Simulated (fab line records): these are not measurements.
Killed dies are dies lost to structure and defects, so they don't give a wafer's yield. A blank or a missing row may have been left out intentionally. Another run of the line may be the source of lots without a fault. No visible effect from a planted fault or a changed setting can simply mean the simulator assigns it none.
A struck lot beside a sound one / flow n5Finfet / 16 out of 1938 route steps
Sound: these wafers, L619.2, L619.4, L619.6. Struck: wafer L627.1. (L627.2, L627.5 of the same lot were not struck and are left out.) The cause comes at the end.
At each step with rows: each side's tool, then ch and its chambers, then its first start. Under that, the readings that differ: sound wafers / struck wafers / difference of the means / sigmas: that difference in standard deviations of wafers without a fault.
alike: a reading whose means differ by less than 2 such deviations, as well as words and numbers matching on both sides. not compared: withheld readings; readings where some wafer has no value; bounds like >300 that might hide an equal value; numbers whose values overlap and for which the record gives no deviation.
Wherever a step has rows on one side only, a row that says differs or no value, or a row with sigmas, the two part there. Numbers that don't overlap but have no deviation are shown without sigmas and don't part them. Lack of a reading on every wafer of one side parts them only where that side has two or more wafers.

first, 1 step without rows for these wafers: N5_DUMMY_GATE_ETCH_29 (etches underlayer in N2/H2, target depth 13 nm).
N5_DUMMY_GATE_ETCH_36: etches SiARC in CF4, target depth 13 nm.
  sound on rieDiel-04 ch 0,3, day 3 16:37; struck on rieDiel-06 ch 1, day 6 03:07
reading=mfcArSccm (sccm); sound=100.03 100.16 100.06; struck=100.77; difference=+0.69; sigmas=+2
  alike: drypumpMotorCurrentA, oesProductAu, rfVppV, showerheadPlenumPTorr, throttleValvePct
  not compared: rfHoursCounterH
N5_DUMMY_GATE_ETCH_37: etches SOC in N2/H2, target depth 60 nm, overetch 30 nm.
  sound on rieDiel-04 ch 0,3, day 3 16:40; struck on rieDiel-06 ch 1, day 6 03:09
  alike: drypumpMotorCurrentA, oesProductAu, rfVppV, showerheadPlenumPTorr, throttleValvePct
  not compared: rfHoursCounterH
then, 4 steps without rows for these wafers: N5_DUMMY_GATE_STRIP_38 (strips in N2/H2); N5_DUMMY_GATE_STRIP_39 (strips in N2/H2); N5_DUMMY_GATE_TRIM_49 (chemistry O2, time 29 s, target cd 14 nm); N5_DUMMY_GATE_STRIP_40 (strips in CF4).
N5_DUMMY_GATE_CD_MEAS_50: the cd target is 14 nm.
  struck on cdSem-03, day 6 03:29; sound on cdSem-02, day 3 16:54
  alike: cdNm
N5_DUMMY_GATE_ETCH_31: etches SiO2 in C4F6/O2, target depth 82.5 nm, time 27.5 s.
  sound on rieDiel-06 ch 0,2, day 3 16:57; struck on rieDiel-02 ch 0, day 6 03:32
  alike: drypumpMotorCurrentA, mfcArSccm, oes_ar_750_au, oes_f_703_au, oes_o_777_au, oesProductAu, rfVppV, showerheadPlenumPTorr, throttleValvePct
  not compared: rfHoursCounterH
N5_DUMMY_GATE_STRIP_41: strips in O2.
  sound on rieDiel-06 ch 0,2, day 3 16:59; struck on rieDiel-02 ch 0, day 6 03:35
  alike: drypumpMotorCurrentA, oesProductAu, rfVppV, showerheadPlenumPTorr, throttleValvePct
  not compared: rfHoursCounterH
N5_DUMMY_GATE_HM_OPEN_21: chemistry CH3F/O2, target SiNx, target depth 120 nm, time 171.4 s.
  sound on rieDiel-06 ch 0,2, day 3 17:02; struck on rieDiel-02 ch 0, day 6 03:37
  alike: CH3F_flow_sccm, drypumpMotorCurrentA, mfcArSccm, oes_ar_750_au, oes_f_703_au, oes_o_777_au, oesProductAu, rfVppV, showerheadPlenumPTorr, throttleValvePct
  not compared: rfHoursCounterH
then, 1 step without rows for these wafers: N5_DUMMY_GATE_ETCH_32 (etches SiO2 in CF4, target depth 3.5 nm, time 3.9 s).
N5_DUMMY_GATE_ETCH_23: etches poly-Si in HBr/Cl2/O2, target depth 41 nm, time 22.3 s.
  sound on rieSi-03 ch 1,3, day 3 17:14; struck on rieSi-03 ch 3, day 6 03:49
reading=oesProductAu (a.u.); sound=0.999 1.021 1.000; struck=1.320; difference=+0.313; sigmas=+20
reading=model.etch.depthNm (nm); sound=40.77 41.23 40.9; struck=59.07; difference=+18.10; sigmas=
reading=model.SiO2_of_DUMMY_GATE_PECVD_30.thkNm (nm); sound=38.8 39.6 38.8; struck=37.8; difference=-1.3; sigmas=
  alike: drypumpMotorCurrentA, oes_o_777_au, throttleValvePct
  not compared: rfHoursCounterH
N5_DUMMY_GATE_ETCH_44: etches poly-Si in HBr/O2, stops on SiO2, target depth 127.5 nm.
  sound on rieSi-03 ch 1,3, day 3 17:17; struck on rieSi-03 ch 3, day 6 03:52
reading=model.SiO2_of_DUMMY_GATE_PECVD_30.thkNm (nm); sound=37.8 38.6 37.8; struck=36.8; difference=-1.3; sigmas=
  alike: drypumpMotorCurrentA, oesProductAu, throttleValvePct
  not compared: rfHoursCounterH
N5_DUMMY_GATE_CD_MEAS_24: the cd target is 15 nm.
  struck on cdSem-03, day 6 03:59; sound on cdSem-01, day 3 17:24
  alike: cdNm
-- record jumps: 5 days separate the struck wafers' starts on either side; left off in module DUMMY_GATE, taken up again in module BEOL_M4, whose first shown step is the route's number 1111 --
N5_BEOL_M4_RC_MEAS_101:
  sound on prober-02 ch 0, day 8 21:17; struck on prober-01 ch 0, day 11 00:01
reading=SS_N (mV/dec); sound=71.3 71.7 70.5; struck=72.3; difference=+1.1; sigmas=+2
reading=VT_N (mV); sound=246.6 246.3 246.0; struck=251.8; difference=+5.5; sigmas=+2
  alike: DIBL_N, DIBL_P, IOFF_N, IOFF_P, ION_N, ION_P, SS_P, VT_P

== WHERE THEY PART ==
First at N5_DUMMY_GATE_ETCH_36; last, within this record, at N5_BEOL_M4_RC_MEAS_101.

WHY: whatever the simulator had introduced
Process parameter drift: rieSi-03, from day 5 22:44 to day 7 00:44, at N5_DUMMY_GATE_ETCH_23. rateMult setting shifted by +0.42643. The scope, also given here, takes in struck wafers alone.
